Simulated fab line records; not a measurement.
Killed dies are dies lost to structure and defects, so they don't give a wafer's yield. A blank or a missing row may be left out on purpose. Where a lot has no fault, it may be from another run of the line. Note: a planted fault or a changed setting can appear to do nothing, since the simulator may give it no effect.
What tool caused it? || flow nandHarc || 33 wafers from 11 lots sampled at 6 of the route's 1302 steps

WHAT THE GAUGES READ, wafer by wafer
NHARC_A_M0_CD_MEAS_09: target cd 80 nm.
{"lot": "L278", "measured": "day 22 20:14", "on": "cdSem-01", "cdNm (nm)": "80.4 79.7 80.7"}
{"lot": "L277", "measured": "day 23 08:02", "on": "cdSem-01", "cdNm (nm)": "80.5 79.4 80.7"}
{"lot": "L279", "measured": "day 23 19:16", "on": "cdSem-03", "cdNm (nm)": "79.9 79.3 80.2"}
{"lot": "L281", "measured": "day 24 06:49", "on": "cdSem-02", "cdNm (nm)": "80.0 80.4 79.7"}
{"lot": "L282", "measured": "day 26 00:28", "on": "cdSem-02", "cdNm (nm)": "80.2 80.6 80.2"}
{"lot": "L284", "measured": "day 26 08:43", "on": "cdSem-03", "cdNm (nm)": "80.1 80.5 81.4"}
{"lot": "L285", "measured": "day 26 13:11", "on": "cdSem-01", "cdNm (nm)": "81.5 81.1 80.5"}
{"lot": "L286", "measured": "day 27 07:34", "on": "cdSem-01", "cdNm (nm)": "101.2 99.9 99.7"}
{"lot": "L293", "measured": "day 29 20:19", "on": "cdSem-03", "cdNm (nm)": "95.8 95.8 96.6"}
{"lot": "L295", "measured": "day 30 09:25", "on": "cdSem-02", "cdNm (nm)": "95.0 94.7 96.0"}
{"lot": "L298", "measured": "day 31 17:07", "on": "cdSem-01", "cdNm (nm)": "80.7 80.8 81.6"}

NHARC_A_M0_INSPECT_11.
{"lot": "L278", "measured": "day 22 20:22", "on": "defectInspect-02", "rawDefectCount": "86 76 84"}
{"lot": "L277", "measured": "day 23 08:10", "on": "defectInspect-02", "rawDefectCount": "111 99 112"}
{"lot": "L279", "measured": "day 23 19:24", "on": "defectInspect-02", "rawDefectCount": "148 141 170"}
{"lot": "L281", "measured": "day 24 06:56", "on": "defectInspect-01", "rawDefectCount": "73 54 72"}
{"lot": "L282", "measured": "day 26 00:35", "on": "defectInspect-02", "rawDefectCount": "70 88 76"}
{"lot": "L284", "measured": "day 26 08:51", "on": "defectInspect-01", "rawDefectCount": "88 89 76"}
{"lot": "L285", "measured": "day 26 13:19", "on": "defectInspect-02", "rawDefectCount": "78 76 79"}
{"lot": "L286", "measured": "day 27 07:41", "on": "defectInspect-01", "rawDefectCount": "90 85 91"}
{"lot": "L293", "measured": "day 29 20:27", "on": "defectInspect-02", "rawDefectCount": "69 79 68"}
{"lot": "L295", "measured": "day 30 09:32", "on": "defectInspect-02", "rawDefectCount": "44 46 41"}
{"lot": "L298", "measured": "day 31 17:15", "on": "defectInspect-01", "rawDefectCount": "104 86 95"}

NHARC_END_SORT_01.
{"lot": "L285", "measured": "day 28 06:38", "on": "prober-02", "defectLimitedYield (%)": "90.1 89.8 91.3", "killedAtArray": "57 51 54", "killedAtOther": "2 4 1", "killedAtPeriphery": "8 14 4", "killedDies": "67 69 59", "killedOpen": "9 7 6", "killedShort": "5 3 2"}
{"lot": "L286", "measured": "day 28 22:22", "on": "prober-02", "defectLimitedYield (%)": "92.6 91.3 91.1", "killedAtArray": "47 55 57", "killedAtOther": "1 2 1", "killedAtPeriphery": "2 2 2", "killedDies": "50 59 60", "killedOpen": "2 1 2", "killedShort": "2 3 3"}
{"lot": "L295", "measured": "day 32 03:32", "on": "prober-02", "defectLimitedYield (%)": 93.6, "killedAtArray": 37, "killedAtOther": 0, "killedAtPeriphery": 6, "killedDies": 43, "killedOpen": 2, "killedShort": 6}

EACH LOT AND THE TOOL THAT RAN IT (in order: tool; ch and the chambers of the sampled wafers; start)
{"lot": "L278", "NHARC_A_M0_EXPOSE_06": "arfiScanner-03 ch 0, day 22 20:06", "NHARC_A_M0_DESCUM_14": "rieDiel-12 ch 0,2, day 22 20:25", "NHARC_A_M0_ETCH_15": "rieDiel-12 ch 0,1, no start"}
{"lot": "L277", "NHARC_A_M0_EXPOSE_06": "arfiScanner-03 ch 0, day 23 07:54", "NHARC_A_M0_DESCUM_14": "rieDiel-12 ch 1,2,3, day 23 08:14", "NHARC_A_M0_ETCH_15": "rieDiel-12 ch 0,1, no start"}
{"lot": "L279", "NHARC_A_M0_EXPOSE_06": "arfiScanner-02 ch 0, day 23 19:08", "NHARC_A_M0_DESCUM_14": "rieDiel-01 ch 0,1,3, day 23 19:28", "NHARC_A_M0_ETCH_15": "rieDiel-01 ch 1,2,3, no start"}
{"lot": "L281", "NHARC_A_M0_EXPOSE_06": "arfiScanner-03 ch 0, day 24 06:40", "NHARC_A_M0_DESCUM_14": "rieDiel-04 ch 2,3, day 24 07:00", "NHARC_A_M0_ETCH_15": "rieDiel-04 ch 0,3, no start"}
{"lot": "L282", "NHARC_A_M0_EXPOSE_06": "arfiScanner-01 ch 0, day 26 00:19", "NHARC_A_M0_DESCUM_14": "rieDiel-04 ch 1,2,3, day 26 00:38", "NHARC_A_M0_ETCH_15": "rieDiel-04 ch 0,1,3, no start"}
{"lot": "L284", "NHARC_A_M0_EXPOSE_06": "arfiScanner-03 ch 0, day 26 08:35", "NHARC_A_M0_DESCUM_14": "rieDiel-01 ch 1,2,3, day 26 08:55", "NHARC_A_M0_ETCH_15": "rieDiel-01 ch 2,3, no start"}
{"lot": "L285", "NHARC_A_M0_EXPOSE_06": "arfiScanner-02 ch 0, day 26 13:03", "NHARC_A_M0_DESCUM_14": "rieDiel-01 ch 0,1,2, day 26 13:23", "NHARC_A_M0_ETCH_15": "rieDiel-01 ch 0,1,3, day 28 06:38 or earlier"}
{"lot": "L286", "NHARC_A_M0_EXPOSE_06": "arfiScanner-03 ch 0, day 27 07:25", "NHARC_A_M0_DESCUM_14": "rieDiel-04 ch 0,1,3, day 27 07:45", "NHARC_A_M0_ETCH_15": "rieDiel-04 ch 0,1,3, day 28 22:22 or earlier"}
{"lot": "L293", "NHARC_A_M0_EXPOSE_06": "arfiScanner-03 ch 0, day 29 20:11", "NHARC_A_M0_DESCUM_14": "rieDiel-01 ch 0,3, day 29 20:31", "NHARC_A_M0_ETCH_15": "rieDiel-01 ch 0,3, no start"}
{"lot": "L295", "NHARC_A_M0_EXPOSE_06": "arfiScanner-03 ch 0, day 30 09:17", "NHARC_A_M0_DESCUM_14": "rieDiel-01 ch 2,3, day 30 09:36", "NHARC_A_M0_ETCH_15": "rieDiel-01 ch 0,2, day 32 03:32 or earlier"}
{"lot": "L298", "NHARC_A_M0_EXPOSE_06": "arfiScanner-02 ch 0, day 31 16:59", "NHARC_A_M0_DESCUM_14": "rieDiel-12 ch 0,2,3, day 31 17:19", "NHARC_A_M0_ETCH_15": "rieDiel-12 ch 0,1,3, no start"}
- NHARC_A_M0_EXPOSE_06: exposes mask A M0, target cd 80 nm.
- NHARC_A_M0_DESCUM_14: chemistry O2, time 3 s.
- NHARC_A_M0_ETCH_15: etches the open film in C4F8/Ar, target depth 150 nm, overetch 15 nm, time 82.5 s.

AS READ BY THE TOOLS THEMSELVES (means over the sampled wafers that have a number; for cases with no such wafer, the mark the record gives instead)
NHARC_A_M0_EXPOSE_06.
{"lot": "L278", "tool": "arfiScanner-03", "exposureDoseMJCm2": 83.19, "focusOffsetNm (nm)": -0.4, "stageVelMmS (mm/s)": 500.03}
{"lot": "L277", "tool": "arfiScanner-03", "exposureDoseMJCm2": 83.28, "focusOffsetNm (nm)": -0.5, "stageVelMmS (mm/s)": 500.29}
{"lot": "L279", "tool": "arfiScanner-02", "exposureDoseMJCm2": 83.11, "focusOffsetNm (nm)": -0.1, "stageVelMmS (mm/s)": 499.72}
{"lot": "L281", "tool": "arfiScanner-03", "exposureDoseMJCm2": 83.36, "focusOffsetNm (nm)": 0.7, "stageVelMmS (mm/s)": 500.09}
{"lot": "L282", "tool": "arfiScanner-01", "exposureDoseMJCm2": 83.15, "focusOffsetNm (nm)": 0.3, "stageVelMmS (mm/s)": 499.72}
{"lot": "L284", "tool": "arfiScanner-03", "exposureDoseMJCm2": 83.20, "focusOffsetNm (nm)": 0.2, "stageVelMmS (mm/s)": 500.13}
{"lot": "L285", "tool": "arfiScanner-02", "exposureDoseMJCm2": 83.14, "focusOffsetNm (nm)": 0.4, "stageVelMmS (mm/s)": 499.85}
{"lot": "L286", "tool": "arfiScanner-03", "exposureDoseMJCm2": 112.85, "focusOffsetNm (nm)": 0.4, "stageVelMmS (mm/s)": 500.21}
{"lot": "L293", "tool": "arfiScanner-03", "exposureDoseMJCm2": 106.97, "focusOffsetNm (nm)": -0.1, "stageVelMmS (mm/s)": 499.88}
{"lot": "L295", "tool": "arfiScanner-03", "exposureDoseMJCm2": 104.54, "focusOffsetNm (nm)": -0.4, "stageVelMmS (mm/s)": 500.12}
{"lot": "L298", "tool": "arfiScanner-02", "exposureDoseMJCm2": 83.06, "focusOffsetNm (nm)": 0.0, "stageVelMmS (mm/s)": 500.11}

NHARC_A_M0_DESCUM_14.
{"lot": "L278", "tool": "rieDiel-12", "drypumpMotorCurrentA (A)": 6.7, "mfcArSccm (sccm)": 0.008, "oesProductAu (a.u.)": 0.984, "rfVppV (V)": 57.6, "showerheadPlenumPTorr (Torr)": 1.90, "throttleValvePct (%)": 11.310}
{"lot": "L277", "tool": "rieDiel-12", "drypumpMotorCurrentA (A)": 5.8, "mfcArSccm (sccm)": 0.004, "oesProductAu (a.u.)": 0.996, "rfVppV (V)": 57.2, "showerheadPlenumPTorr (Torr)": 1.81, "throttleValvePct (%)": 11.308}
{"lot": "L279", "tool": "rieDiel-01", "drypumpMotorCurrentA (A)": 5.6, "mfcArSccm (sccm)": 0.008, "oesProductAu (a.u.)": 1.001, "rfVppV (V)": 57.9, "showerheadPlenumPTorr (Torr)": 1.92, "throttleValvePct (%)": 11.318}
{"lot": "L281", "tool": "rieDiel-04", "drypumpMotorCurrentA (A)": 6.3, "mfcArSccm (sccm)": 0.004, "oesProductAu (a.u.)": 1.007, "rfVppV (V)": 57.2, "showerheadPlenumPTorr (Torr)": 1.91, "throttleValvePct (%)": 11.311}
{"lot": "L282", "tool": "rieDiel-04", "drypumpMotorCurrentA (A)": 6.0, "mfcArSccm (sccm)": 0.004, "oesProductAu (a.u.)": 1.000, "rfVppV (V)": 56.9, "showerheadPlenumPTorr (Torr)": 1.88, "throttleValvePct (%)": 11.309}
{"lot": "L284", "tool": "rieDiel-01", "drypumpMotorCurrentA (A)": 5.9, "mfcArSccm (sccm)": 0.008, "oesProductAu (a.u.)": 1.002, "rfVppV (V)": 57.6, "showerheadPlenumPTorr (Torr)": 1.95, "throttleValvePct (%)": 11.309}
{"lot": "L285", "tool": "rieDiel-01", "drypumpMotorCurrentA (A)": 5.4, "mfcArSccm (sccm)": 0.000, "oesProductAu (a.u.)": 1.005, "rfVppV (V)": 58.2, "showerheadPlenumPTorr (Torr)": 1.97, "throttleValvePct (%)": 11.307}
{"lot": "L286", "tool": "rieDiel-04", "drypumpMotorCurrentA (A)": 6.0, "mfcArSccm (sccm)": 0.000, "oesProductAu (a.u.)": 1.001, "rfVppV (V)": 57.7, "showerheadPlenumPTorr (Torr)": 1.86, "throttleValvePct (%)": 11.313}
{"lot": "L293", "tool": "rieDiel-01", "drypumpMotorCurrentA (A)": 5.7, "mfcArSccm (sccm)": 0.008, "oesProductAu (a.u.)": 0.999, "rfVppV (V)": 56.9, "showerheadPlenumPTorr (Torr)": 1.88, "throttleValvePct (%)": 11.320}
{"lot": "L295", "tool": "rieDiel-01", "drypumpMotorCurrentA (A)": 6.3, "mfcArSccm (sccm)": 0.015, "oesProductAu (a.u.)": 0.998, "rfVppV (V)": 57.6, "showerheadPlenumPTorr (Torr)": 1.89, "throttleValvePct (%)": 11.310}
{"lot": "L298", "tool": "rieDiel-12", "drypumpMotorCurrentA (A)": 6.4, "mfcArSccm (sccm)": 0.005, "oesProductAu (a.u.)": 0.987, "rfVppV (V)": 58.7, "showerheadPlenumPTorr (Torr)": 1.87, "throttleValvePct (%)": 11.311}

NHARC_A_M0_ETCH_15.
{"lot": "L278", "tool": "rieDiel-12", "oesProductAu (a.u.)": 0.960, "rfVppV (V)": 438.6}
{"lot": "L277", "tool": "rieDiel-12", "oesProductAu (a.u.)": 0.923, "rfVppV (V)": 440.4}
{"lot": "L279", "tool": "rieDiel-01", "oesProductAu (a.u.)": 0.925, "rfVppV (V)": 442.5}
{"lot": "L281", "tool": "rieDiel-04", "oesProductAu (a.u.)": 0.966, "rfVppV (V)": 440.9}
{"lot": "L282", "tool": "rieDiel-04", "oesProductAu (a.u.)": 0.964, "rfVppV (V)": 439.9}
{"lot": "L284", "tool": "rieDiel-01", "oesProductAu (a.u.)": 0.966, "rfVppV (V)": 440.8}
{"lot": "L285", "tool": "rieDiel-01", "oesProductAu (a.u.)": 0.973, "rfVppV (V)": 440.7}
{"lot": "L286", "tool": "rieDiel-04", "oesProductAu (a.u.)": 0.926, "rfVppV (V)": 439.7}
{"lot": "L293", "tool": "rieDiel-01", "oesProductAu (a.u.)": 0.925, "rfVppV (V)": 439.7}
{"lot": "L295", "tool": "rieDiel-01", "oesProductAu (a.u.)": 0.930, "rfVppV (V)": 442.1}
{"lot": "L298", "tool": "rieDiel-12", "oesProductAu (a.u.)": 0.915, "rfVppV (V)": 438.4}

THE ANSWER, worked out from the rows above alone
Rule: usual is defined by the lots themselves. Put in order of their means at a reading, lots are off if they are a third of the lots or fewer, leave a main group of 4 or more, and stand apart from it by a gap of 3 or more times the standard deviation of the main group's means; of several such gaps the widest counts. If all means in a main group match to the digits the tables above print for the reading, that group is not used. A lot without any number at a reading at which 4 lots or more have one is off too. Where the step has rows for the other lots, those lots are counted as sound. Order of review: gauges by route order, followed by the tools' own readings, for which a lot's mean as printed above is used. At the first step where some lot is off, the reading lying furthest off is the one used; lots without a number count as furthest.
Off: L286, L293, L295 (NHARC_A_M0_CD_MEAS_09, cdNm). The main group has a mean of 80.4 nm with a standard deviation of 0.42.
A tool fits if, at a process step before that reading, it ran every lot that is off, and no sound lot after the first of them. Not tried: the gauges at NHARC_A_M0_CD_MEAS_09; whatever is off there is also off at NHARC_A_M0_EXPOSE_06, on other tools, and gauge error can't account for it. One fits: NHARC_A_M0_EXPOSE_06 on arfiScanner-03. Its last sound lot is L284 (day 26 08:35), its first lot that is off L286 (day 27 07:25): a fault that began between those two fits.
On the lots that are off, the tool's own readings at NHARC_A_M0_EXPOSE_06 differ by more than 5 times the standard deviation of the sound lots' means, which bears it out; exposureDoseMJCm2 reads 108.12 there versus 83.19 on the sound lots.

WHAT THE SIMULATOR HAD INSERTED
Process parameter drift: arfiScanner-03, from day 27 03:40 on, at NHARC_A_M0_EXPOSE_06. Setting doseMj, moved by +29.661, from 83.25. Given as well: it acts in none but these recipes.
Struck lots among those shown: L286, L293, L295. The rule above found the same.
